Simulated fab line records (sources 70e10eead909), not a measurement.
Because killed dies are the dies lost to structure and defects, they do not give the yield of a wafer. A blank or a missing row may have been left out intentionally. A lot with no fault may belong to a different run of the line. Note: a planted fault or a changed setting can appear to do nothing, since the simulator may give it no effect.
fab line records + flow nandHarc
record
- lots=14
- wafers=42
- lastDay=24
route steps=1159 shown A_M0@1009 A_M1@1058 A_BONDPAD@1077
lots with no fault: from the same line, run without faults
startH: the number of hours between the record's first day and the start of the first shown wafer of the lot + waitH: time in hours since the lot's previous step + " identical to the entry in the row above + L1.1+2: one row covering several wafers at once + - no value, or no start given + * or withheld: withheld + < > ~ a bound
route shown NAME@n: names a module that has steps shown in the file, with the first one's number in the route + usual: mean/standard deviation taken from wafers without a fault + same: alike in all rows + chamber/n: place in a boat + sites: per-site readings + _std_site: standard deviation of those values + _edge_site: outer sites' mean less inner sites' + radiusMm: for every site, how far away it sits from the centre of the wafer + mask NAME#n: copy n + behind: the most recent tool/chamber to have shaped the wafer + hold: why the lot went on hold/how many hours it stayed there/how the hold came to an end + device: names the non-switching transistor (n, p or np) + end of line: tests run on the same wafers once the route is complete + a step without rows: its recipe alone + killed: not the wafer's yield, but the dies lost to structure and defects at the first sort + map: the dies of a wafer, with x for killed, . for not killed, _ for no die there
set.NAME: the run value of the setting; set.NAME@STEP: its run value at that earlier step + model.NAME: the simulator's own value behind a step, which no gauge read
a sample of lots followed through the steps of the route, with each step as a table and each wafer as a row
services: a tool's chamber out of use, with start hour (startH, from the record's first day; less than 0 if before it), hours out, and reason
## steps
# step NHARC_A_M0_ETCH_15
# recipe
- targetDepthA=1500
- overetchA=150
- timeS=82.5
- c4f8FlowSccm=withheld
- arFlowSccm=400
- rfW=600
- biasW=300
- chemistry=C4F8/Ar
# usual
- biasW=300.0/0.91
- oesProductAu=0.952/0.022
- rfVppV=440.2/2.4
- runLengthS=103.9/0.4
| lot.wafer | tool       | chamber | startH | waitH | biasW | oesProductAu | rfHoursCounterH | rfVppV | runLengthS |
|-----------|------------|---------|--------|-------|-------|--------------|-----------------|--------|------------|
| L582.4    | rieDiel-03 | 3       | -      | -     | 299.4 | 0.975        | 0               | 442.3  | 104.3      |
| L582.3    | "          | 0       | "      | "     | 300.6 | 0.958        | 0               | 442.7  | 103.6      |
| L582.6    | "          | 2       | "      | "     | 300.1 | 0.975        | -               | 442.5  | 103.9      |
| L583.1    | rieDiel-03 | 2       | -      | -     | 300.9 | 0.963        | 0               | 443.4  | 103.8      |
| L583.5    | "          | 1       | "      | "     | 300.5 | 0.975        | -               | 441.1  | 104.0      |
| L583.6    | "          | 2       | "      | "     | 300.3 | 0.964        | -               | 443.7  | 104.3      |
| L588.2    | rieDiel-05 | 3       | -      | -     | 300.9 | 0.945        | 5               | 438.1  | 103.9      |
| L588.1    | "          | 0       | "      | "     | 299.3 | 0.964        | 5               | 439.0  | 104.1      |
| L588.6    | "          | 0       | "      | "     | 298.7 | 0.960        | -               | 440.7  | 104.1      |
| L584.1    | rieDiel-05 | 2       | -      | -     | 299.8 | 0.963        | 5               | 442.0  | 104.2      |
| L584.6    | "          | 0       | "      | "     | 300.6 | 0.974        | -               | 439.8  | 104.2      |
| L584.5    | "          | 1       | "      | "     | 298.9 | 0.943        | -               | 440.4  | 103.1      |
| L587.1    | rieDiel-03 | 1       | -      | -     | 300.8 | 0.957        | 1               | 440.9  | 104.2      |
| L587.3    | "          | 3       | "      | "     | 299.5 | 0.984        | 1               | 441.7  | 104.8      |
| L587.6    | "          | 1       | "      | "     | 300.6 | 0.953        | -               | 441.7  | 104.1      |
| L589.3    | rieDiel-03 | 3       | -      | -     | 298.5 | 0.966        | 3               | 440.3  | 104.2      |
| L589.2    | "          | 0       | "      | "     | 299.5 | 0.960        | 3               | 442.9  | 104.0      |
| L589.6    | "          | 0       | "      | "     | 299.2 | 0.951        | -               | 442.5  | 103.7      |
| L591.1    | rieDiel-03 | 1       | -      | -     | 301.2 | 0.963        | 3               | 441.0  | 104.2      |
| L591.2    | "          | 2       | "      | "     | 299.9 | 0.977        | 3               | 444.7  | 103.9      |
| L591.5    | "          | 1       | "      | "     | 300.1 | 0.974        | -               | 440.9  | 104.2      |
| L593.1    | rieDiel-12 | 2       | -      | -     | 299.4 | 0.963        | 5               | 437.6  | 103.5      |
| L593.5    | "          | 3       | "      | "     | 299.5 | 0.992        | -               | 436.9  | 103.6      |
| L593.6    | "          | 0       | "      | "     | 300.2 | 0.953        | -               | 437.3  | 103.5      |
| L592.1    | rieDiel-03 | 2       | -      | -     | 299.8 | 0.959        | 4               | 445.8  | 104.2      |
| L592.6    | "          | 2       | "      | "     | 300.0 | 0.953        | -               | 445.2  | 103.7      |
| L592.4    | "          | 1       | "      | "     | 300.9 | 0.975        | -               | 440.6  | 104.4      |
| L590.3    | rieDiel-12 | 1       | -      | -     | 299.3 | 0.926        | 7               | 439.1  | 103.8      |
| L590.1    | "          | 2       | "      | "     | 300.6 | 0.902        | 7               | 436.3  | 103.0      |
| L590.6    | "          | 1       | "      | "     | 300.0 | 0.924        | -               | 440.8  | 103.1      |
| L595.2    | rieDiel-05 | 1       | -      | -     | 298.9 | 0.947        | 9               | 439.0  | 103.7      |
| L595.3    | "          | 2       | "      | "     | 301.0 | 0.961        | 9               | 440.2  | 104.7      |
| L595.6    | "          | 3       | "      | "     | 301.4 | 0.961        | -               | 437.9  | 104.3      |
| L594.1    | rieDiel-12 | 3       | -      | -     | 297.9 | 0.959        | 9               | 436.6  | 103.8      |
| L594.4    | "          | 0       | "      | "     | 299.1 | 0.963        | 9               | 437.4  | 103.8      |
| L594.3    | "          | 2       | "      | "     | 299.4 | 0.939        | 9               | 437.4  | 103.8      |
| L602.1    | rieDiel-12 | 1       | -      | -     | 300.0 | 0.919        | 12              | 440.6  | 103.8      |
| L602.4    | "          | 2       | "      | "     | 299.0 | 0.913        | 12              | 438.0  | 103.0      |
| L602.2    | "          | 3       | "      | "     | 299.9 | 0.925        | 11              | 437.2  | 103.5      |
| L604.2    | rieDiel-03 | 1       | -      | -     | 300.7 | 0.971        | 9               | 442.9  | 104.3      |
| L604.1    | "          | 2       | "      | "     | 301.4 | 0.965        | 9               | 443.4  | 104.1      |
| L604.4    | "          | 0       | "      | "     | 301.4 | 0.974        | 10              | 442.8  | 103.7      |
# step NHARC_A_M1_DEP_33
# recipe
- targetThkA=300
- tempC=370
- targetThkNm=30
- pressureTorr=3
- flowSccm=200
- rfW=450
- material=SiCN
# usual
- heaterPowerW=589/72
| lot.wafer | tool     | chamber | startH | waitH | heaterPowerW |
|-----------|----------|---------|--------|-------|--------------|
| L582.3    | pecvd-01 | 1       | 417.02 | 0.1   | 518          |
| L582.6    | "        | 1       | "      | "     | 507          |
| L582.4    | "        | 2       | "      | "     | 511          |
| L583.1    | pecvd-03 | 0       | 421.36 | 0.1   | 664          |
| L583.5    | "        | 0       | "      | "     | 656          |
| L583.6    | "        | 1       | "      | "     | 523          |
| L588.2    | pecvd-03 | 0       | 432.21 | 0.1   | 643          |
| L588.1    | "        | 2       | "      | "     | 609          |
| L588.6    | "        | 1       | "      | "     | 489          |
| L584.1    | pecvd-02 | 1       | 433.65 | 0.1   | 663          |
| L584.5    | "        | 1       | "      | "     | 693          |
| L584.6    | "        | 2       | "      | "     | 622          |
| L587.1    | pecvd-03 | 2       | 441.94 | 0.1   | 663          |
| L587.3    | "        | 1       | "      | "     | 536          |
| L587.6    | "        | 1       | "      | "     | 523          |
| L589.2    | pecvd-01 | 2       | 461.20 | 0.1   | 529          |
| L589.3    | "        | 0       | "      | "     | 580          |
| L589.6    | "        | 2       | "      | "     | 549          |
| L591.2    | pecvd-01 | 1       | 465.96 | 0.1   | 471          |
| L591.1    | "        | 2       | "      | "     | 564          |
| L591.5    | "        | 1       | "      | "     | 468          |
| L593.1    | pecvd-02 | 1       | 466.66 | 0.1   | 620          |
| L593.6    | "        | 2       | "      | "     | 604          |
| L593.5    | "        | 1       | "      | "     | 619          |
| L592.1    | pecvd-03 | 0       | 471.27 | 0.1   | 659          |
| L592.4    | "        | 1       | "      | "     | 462          |
| L592.6    | "        | 2       | "      | "     | 627          |
| L590.3    | pecvd-03 | 2       | 471.76 | 0.1   | 628          |
| L590.1    | "        | 0       | "      | "     | 653          |
| L590.6    | "        | 0       | "      | "     | 670          |
| L595.2    | pecvd-02 | 1       | 480.98 | 0.1   | 579          |
| L595.3    | "        | 2       | "      | "     | 559          |
| L595.6    | "        | 1       | "      | "     | 601          |
| L594.1    | pecvd-01 | 0       | 499.78 | 0.1   | 519          |
| L594.3    | "        | 1       | "      | "     | 431          |
| L594.4    | "        | 1       | "      | "     | 437          |
| L602.2    | pecvd-02 | 0       | 538.15 | 0.1   | 663          |
| L602.1    | "        | 1       | "      | "     | 648          |
| L602.4    | "        | 0       | "      | "     | 673          |
| L604.1    | pecvd-01 | 1       | 550.93 | 0.1   | 467          |
| L604.2    | "        | 0       | "      | "     | 635          |
| L604.4    | "        | 2       | "      | "     | 582          |
# step NHARC_A_BONDPAD_ETCH_12
# recipe
- targetDepthA=2200
- timeS=110
- chf3FlowSccm=50
- o2FlowSccm=10
- arFlowSccm=200
- rfW=500
- biasW=200
- chemistry=CHF3/O2
# usual
- biasW=200.0/0.71
- drypumpMotorCurrentA=5.7/0.38
- oesProductAu=0.955/0.023
- rfVppV=369.7/2.7
- runLengthS=131.3/0.43
- showerheadPlenumPTorr=2.36/0.12
- throttleValvePct=20.573/0.0093
| lot.wafer | tool       | chamber | startH | waitH | biasW | drypumpMotorCurrentA | oesProductAu | rfHoursCounterH | rfVppV | runLengthS | showerheadPlenumPTorr | throttleValvePct |
|-----------|------------|---------|--------|-------|-------|----------------------|--------------|-----------------|--------|------------|-----------------------|------------------|
| L582.4    | rieDiel-11 | 1       | 419.15 | -     | 199.8 | 5.5                  | 0.959        | 2               | 372.0  | 131.4      | 2.42                  | 20.575           |
| L582.3    | "          | 3       | "      | "     | 200.3 | 6.1                  | 0.970        | 2               | 374.4  | 130.7      | 2.56                  | 20.566           |
| L582.6    | "          | 0       | "      | "     | 199.9 | 5.6                  | 0.973        | -               | 367.7  | 131.6      | 2.24                  | 20.593           |
| L583.1    | rieDiel-01 | 1       | 423.53 | -     | 200.5 | 5.1                  | 0.927        | 30              | 366.3  | 130.9      | 2.26                  | 20.568           |
| L583.5    | "          | 1       | "      | "     | 200.4 | 5.1                  | 0.918        | -               | 367.8  | 130.9      | 2.26                  | 20.565           |
| L583.6    | "          | 2       | "      | "     | 200.8 | 6.0                  | 0.926        | -               | 371.4  | 131.6      | 2.45                  | 20.571           |
| L588.2    | rieDiel-11 | 2       | 434.55 | -     | 199.5 | 5.6                  | 0.976        | 2               | 366.8  | 131.6      | 2.28                  | 20.584           |
| L588.1    | "          | 1       | "      | "     | 200.0 | 5.5                  | 0.960        | 2               | 371.3  | 131.7      | 2.42                  | 20.575           |
| L588.6    | "          | 2       | "      | "     | 200.9 | 5.6                  | 0.975        | -               | 368.7  | 131.4      | 2.28                  | 20.566           |
| L584.1    | rieDiel-11 | 1       | 435.84 | -     | 200.0 | 5.5                  | 0.985        | 2               | 370.8  | 131.6      | 2.42                  | 20.554           |
| L584.6    | "          | 0       | "      | "     | 199.3 | 5.6                  | 0.968        | -               | 367.5  | 131.5      | 2.24                  | 20.571           |
| L584.5    | "          | 1       | "      | "     | 200.0 | 5.5                  | 0.990        | -               | 370.2  | 131.8      | 2.42                  | 20.575           |
| L587.1    | rieDiel-11 | 3       | 444.12 | -     | 199.9 | 6.1                  | 0.977        | 2               | 374.6  | 131.2      | 2.56                  | 20.561           |
| L587.3    | "          | 0       | "      | "     | 199.7 | 5.6                  | 0.987        | 2               | 367.7  | 131.2      | 2.24                  | 20.583           |
| L587.6    | "          | 3       | "      | "     | 200.6 | 6.1                  | 0.979        | -               | 373.2  | 130.9      | 2.56                  | 20.573           |
| L589.2    | rieDiel-13 | 2       | 463.30 | -     | 200.9 | 6.0                  | 0.950        | 0               | 368.5  | 131.7      | 2.30                  | 20.588           |
| L589.3    | "          | 0       | "      | "     | 200.0 | 5.2                  | 0.980        | 0               | 367.9  | 130.9      | 2.27                  | 20.571           |
| L589.6    | "          | 1       | "      | "     | 199.5 | 5.4                  | 0.956        | -               | 368.7  | 132.4      | 2.29                  | 20.578           |
| L591.2    | rieDiel-11 | 0       | 468.02 | -     | 198.6 | 5.6                  | 0.969        | 3               | 365.2  | 131.0      | 2.24                  | 20.564           |
| L591.1    | "          | 2       | "      | "     | 200.3 | 5.6                  | 0.976        | 4               | 367.9  | 131.5      | 2.28                  | 20.564           |
| L591.5    | "          | 3       | "      | "     | 200.1 | 6.1                  | 0.957        | -               | 373.4  | 130.8      | 2.56                  | 20.586           |
| L593.1    | rieDiel-11 | 3       | 468.65 | -     | 200.1 | 6.1                  | 0.921        | 4               | 373.5  | 130.9      | 2.56                  | 20.579           |
| L593.5    | "          | 1       | "      | "     | 199.9 | 5.5                  | 0.924        | -               | 369.5  | 132.0      | 2.42                  | 20.566           |
| L593.6    | "          | 2       | "      | "     | 199.9 | 5.6                  | 0.929        | -               | 367.1  | 131.7      | 2.28                  | 20.580           |
| L592.1    | rieDiel-13 | 2       | 473.48 | -     | 199.7 | 6.0                  | 0.989        | 2               | 369.6  | 131.1      | 2.30                  | 20.567           |
| L592.4    | "          | 3       | "      | "     | 200.2 | 6.0                  | 0.971        | 2               | 371.9  | 131.6      | 2.45                  | 20.575           |
| L592.6    | "          | 0       | "      | "     | 200.4 | 5.2                  | 0.963        | -               | 365.7  | 131.3      | 2.27                  | 20.582           |
| L590.3    | rieDiel-01 | 3       | 473.99 | -     | 200.2 | 5.4                  | 0.911        | 60              | 369.7  | 130.8      | 2.34                  | 20.570           |
| L590.1    | "          | 1       | "      | "     | 199.9 | 5.1                  | 0.914        | 51              | 369.1  | 131.6      | 2.25                  | 20.588           |
| L590.6    | "          | 3       | "      | "     | 199.9 | 5.4                  | 0.921        | -               | 369.6  | 131.2      | 2.34                  | 20.575           |
| L595.3    | rieDiel-11 | 3       | 483.11 | -     | 200.1 | 6.1                  | 0.957        | 4               | 374.3  | 130.7      | 2.56                  | 20.571           |
| L595.2    | "          | 0       | "      | "     | 200.5 | 5.6                  | 0.978        | 4               | 367.1  | 130.8      | 2.24                  | 20.578           |
| L595.6    | "          | 3       | "      | "     | 200.0 | 6.1                  | 0.959        | -               | 374.7  | 130.8      | 2.56                  | 20.576           |
| L594.1    | rieDiel-01 | 1       | 501.86 | -     | 200.7 | 5.1                  | 0.961        | 0               | 367.1  | 131.2      | 2.25                  | 20.566           |
| L594.3    | "          | 2       | "      | "     | 201.0 | 6.0                  | 0.982        | 0               | 372.7  | 131.3      | 2.44                  | 20.566           |
| L594.4    | "          | 3       | "      | "     | 201.0 | 5.4                  | 0.955        | 0               | 368.8  | 130.7      | 2.34                  | 20.561           |
| L602.4    | rieDiel-11 | 2       | 540.33 | -     | 199.9 | 5.6                  | 0.984        | 7               | 367.3  | 131.9      | 2.28                  | 20.578           |
| L602.2    | "          | 3       | "      | "     | 200.1 | 6.1                  | 0.957        | 7               | 373.2  | 131.0      | 2.56                  | 20.565           |
| L602.1    | "          | 0       | "      | "     | -     | 5.6                  | 0.964        | 6               | 366.8  | 124.3      | 2.24                  | 20.569           |
| L604.2    | rieDiel-11 | 3       | 553.19 | -     | 199.6 | 6.1                  | 0.975        | 0               | 373.4  | 130.9      | 2.56                  | 20.553           |
| L604.1    | "          | 0       | "      | "     | -     | 5.6                  | 0.950        | 0               | 367.0  | 124.0      | 2.24                  | 20.586           |
| L604.4    | "          | 1       | "      | "     | 199.2 | 5.5                  | 0.974        | 0               | 371.0  | 132.0      | 2.42                  | 20.572           |
# step NHARC_A_BONDPAD_ANNEAL_28
# recipe
- tempC=225
- timeS=90
# usual
- annealTempC=224.98/0.19
- wafer_temp_C_max=225.94/0.25
| lot.wafer | tool         | chamber | startH | waitH | annealTempC | wafer_temp_C_max |
|-----------|--------------|---------|--------|-------|-------------|------------------|
| L582.3    | rtpAnneal-01 | 0       | 420.81 | -     | 224.67      | 226.22           |
| L582.4    | "            | 0       | "      | "     | 224.94      | 225.83           |
| L582.6    | "            | 0       | "      | "     | 225.04      | 225.98           |
| L583.1    | rtpAnneal-01 | 0       | 425.04 | -     | 224.94      | 225.66           |
| L583.5    | "            | 0       | "      | "     | 224.99      | 225.93           |
| L583.6    | "            | 0       | "      | "     | 224.88      | 226.09           |
| L588.1    | rtpAnneal-02 | 0       | 436.06 | 0.3   | 224.62      | 225.93           |
| L588.2    | "            | 0       | "      | "     | 224.76      | 225.91           |
| L588.6    | "            | 0       | "      | "     | 224.67      | 225.67           |
| L584.1    | rtpAnneal-02 | 0       | 437.35 | -     | 225.04      | 225.92           |
| L584.5    | "            | 0       | "      | "     | 224.64      | 225.99           |
| L584.6    | "            | 0       | "      | "     | 225.15      | 225.87           |
| L587.1    | rtpAnneal-01 | 0       | 445.61 | -     | 225.16      | 225.66           |
| L587.3    | "            | 0       | "      | "     | 225.39      | 225.77           |
| L587.6    | "            | 0       | "      | "     | 225.21      | 225.77           |
| L589.2    | rtpAnneal-01 | 0       | 465.36 | -     | 224.81      | 225.40           |
| L589.3    | "            | 0       | "      | "     | 224.81      | 225.62           |
| L589.6    | "            | 0       | "      | "     | 224.93      | 225.36           |
| L591.1    | rtpAnneal-02 | 0       | 469.52 | 0.3   | 225.03      | 225.61           |
| L591.2    | "            | 0       | "      | "     | 224.79      | 225.83           |
| L591.5    | "            | 0       | "      | "     | 224.78      | 226.19           |
| L593.1    | rtpAnneal-01 | 0       | 470.17 | 0.3   | 225.06      | 226.20           |
| L593.5    | "            | 0       | "      | "     | 225.00      | 226.13           |
| L593.6    | "            | 0       | "      | "     | 225.00      | 226.02           |
| L592.1    | rtpAnneal-02 | 0       | 475.18 | -     | 225.04      | 226.08           |
| L592.4    | "            | 0       | "      | "     | 225.00      | 225.59           |
| L592.6    | "            | 0       | "      | "     | 225.01      | 225.80           |
| L590.1    | rtpAnneal-02 | 0       | 475.80 | -     | 225.39      | 226.52           |
| L590.3    | "            | 0       | "      | "     | 224.97      | 225.99           |
| L590.6    | "            | 0       | "      | "     | 224.76      | 226.44           |
| L595.2    | rtpAnneal-01 | 0       | 484.67 | 0.3   | 225.46      | 226.23           |
| L595.3    | "            | 0       | "      | "     | 225.37      | 226.07           |
| L595.6    | "            | 0       | "      | "     | 225.32      | 226.11           |
| L594.1    | rtpAnneal-02 | 0       | 503.40 | 0.3   | 225.14      | 225.73           |
| L594.3    | "            | 0       | "      | "     | 224.85      | 226.05           |
| L594.4    | "            | 0       | "      | "     | 225.17      | 226.13           |
| L602.1    | rtpAnneal-02 | 0       | 541.82 | -     | 225.05      | 225.84           |
| L602.2    | "            | 0       | "      | "     | 225.35      | 226.65           |
| L602.4    | "            | 0       | "      | "     | 225.00      | 226.17           |
| L604.1    | rtpAnneal-01 | 0       | 554.69 | -     | 225.23      | 225.89           |
| L604.2    | "            | 0       | "      | "     | 224.94      | 225.87           |
| L604.4    | "            | 0       | "      | "     | 225.01      | 225.70           |
## services
| tool       | chamber | startH | hours | kind   |
|------------|---------|--------|-------|--------|
| rieDiel-03 | -       | 392.30 | 9.0   | pm     |
| rieDiel-11 | 0       | 400.13 | -     | clean  |
| rieDiel-11 | 1       | 400.13 | -     | clean  |
| rieDiel-11 | 2       | 400.13 | -     | clean  |
| rieDiel-11 | 3       | 400.13 | -     | clean  |
| rieDiel-13 | 2       | 401.11 | 8.7   | repair |
| pecvd-01   | -       | 418.40 | 13.0  | pm     |
| rieDiel-13 | -       | 453.26 | 9.0   | pm     |
| rieDiel-11 | 1       | 457.94 | 9.7   | repair |
| rieDiel-03 | 3       | 459.04 | 17.8  | repair |
| pecvd-03   | -       | 473.23 | 13.0  | pm     |
| pecvd-02   | 0       | 486.94 | 3.9   | repair |
| rieDiel-01 | -       | 491.93 | 9.0   | pm     |
| rieDiel-11 | 1       | 499.66 | 4.9   | repair |
| rieDiel-12 | 0       | 509.19 | 1.3   | repair |
| rieDiel-05 | 1       | 514.45 | 22.9  | repair |
| pecvd-02   | -       | 515.20 | 13.0  | pm     |
| rieDiel-05 | -       | 518.25 | 9.0   | pm     |
| rieDiel-03 | -       | 523.00 | 0.3   | repair |
| rieDiel-01 | 2       | 525.56 | 1.5   | repair |
| rieDiel-05 | 2       | 528.18 | 3.5   | repair |
| rieDiel-11 | -       | 543.63 | 9.0   | pm     |
| pecvd-03   | 1       | 546.09 | 33.8  | repair |
| rieDiel-13 | -       | 549.30 | 0.3   | repair |
## key
firstSign
- step=NHARC_A_BONDPAD_ETCH_12
- reading=runLengthS
- direction=down
- sigmas=17
- usual=*
- struck=*
effect none on later readings
metAt NHARC_A_BONDPAD_ETCH_12
struckLots L602,L604
struckWafers L602.1,L604.1
sortLeftOut L602.1,L604.1
notActingAt NHARC_A_M0_ETCH_15,NHARC_A_M1_DEP_33,NHARC_A_BONDPAD_ANNEAL_28
onsetBetween 483.11 540.33
fault
- kind=processParameterDrift
- tool=rieDiel-11
- chamber=-
- onsetH=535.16
- steps=NHARC_A_BONDPAD_ETCH_12
- channel=timeS
- offset=*
- shape=step
- endH=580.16
- scope=struckWafersOnly
- actsIn=*
- stated=*
# sortLeftOut: the simulated sort isn't trusted on such a fault, so these wafers' sort isn't shown, and their yield isn't known
